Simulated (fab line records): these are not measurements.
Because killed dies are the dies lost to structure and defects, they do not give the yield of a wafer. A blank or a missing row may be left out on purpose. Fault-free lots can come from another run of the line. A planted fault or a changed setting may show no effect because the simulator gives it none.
Matching of chambers ; flow n5Finfet ; 4 sister chambers for N5_BEOL_M0_STRIP_104 on rieDiel-01
The step strips in N2/H2. 14 wafers are shown with their chamber, then 7 later ones without.

## WAFERS PAIRED WITH THEIR CHAMBERS
wafer;chamber;showerheadPlenumPTorr (Torr);drypumpMotorCurrentA (A);throttleValvePct (%)
L074.1;2;2.72;5.2;23.6
L074.3;1;2.38;5.8;23.0
L074.6;2;2.72;5.2;23.6
L083.1;1;2.37;5.7;23.0
L083.5;3;2.60;6.5;23.8
L083.6;0;2.66;6.4;23.2
L091.3;0;2.65;6.3;23.2
L091.4;0;2.65;6.3;23.2
L091.6;3;2.60;6.6;23.3
L092.3;2;2.70;5.2;23.7
L092.4;3;2.60;6.6;23.3
L092.6;2;2.70;5.3;23.7
L094.1;0;2.64;6.3;23.2
L094.5;2;2.70;5.2;23.7

SIGNATURES (means of the wafers above)
reading;chamber 0;chamber 1;chamber 2;chamber 3;scatter within a chamber
showerheadPlenumPTorr;2.6500;2.3750;2.7080;2.6000;0.00854
drypumpMotorCurrentA;6.325;5.750;5.220;6.567;0.0521
throttleValvePct;23.200;23.000;23.660;23.467;0.134
Rule: for each reading, subtract the chamber's mean from the wafer's reading, divide by that reading's scatter and square the result; add these up over the readings and take the root, which gives the wafer's distance from the chamber. The wafer belongs to the nearest chamber; if the next one is less than 2 further off, it can't be placed. The scatter is the square root of a quotient: the sum, over the shown wafers, of each reading's squared deviation from its chamber's mean, divided by wafers minus chambers.

## WAFERS WHOSE CHAMBER IS MISSING
wafer;showerheadPlenumPTorr (Torr);drypumpMotorCurrentA (A);throttleValvePct (%)
L094.6;2.69;5.8;22.8
L096.1;2.64;6.3;23.2
L096.5;2.64;6.4;23.2
L096.6;2.60;6.6;23.4
L097.1;2.64;6.3;23.3
L097.2;2.69;5.3;23.7
L097.3;2.59;6.6;23.4

## WHICH CHAMBER EACH WENT THROUGH
wafer;from the rows above;in truth
L094.6;can't be placed: 0 or 2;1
L096.1;0;0
L096.5;0;0
L096.6;3;3
L097.1;0;0
L097.2;2;2
L097.3;3;3
6 of 7 placed correctly. Unplaceable from these rows: 1, with the true chamber sitting among the candidates in 0. Wrongly placed: 0.
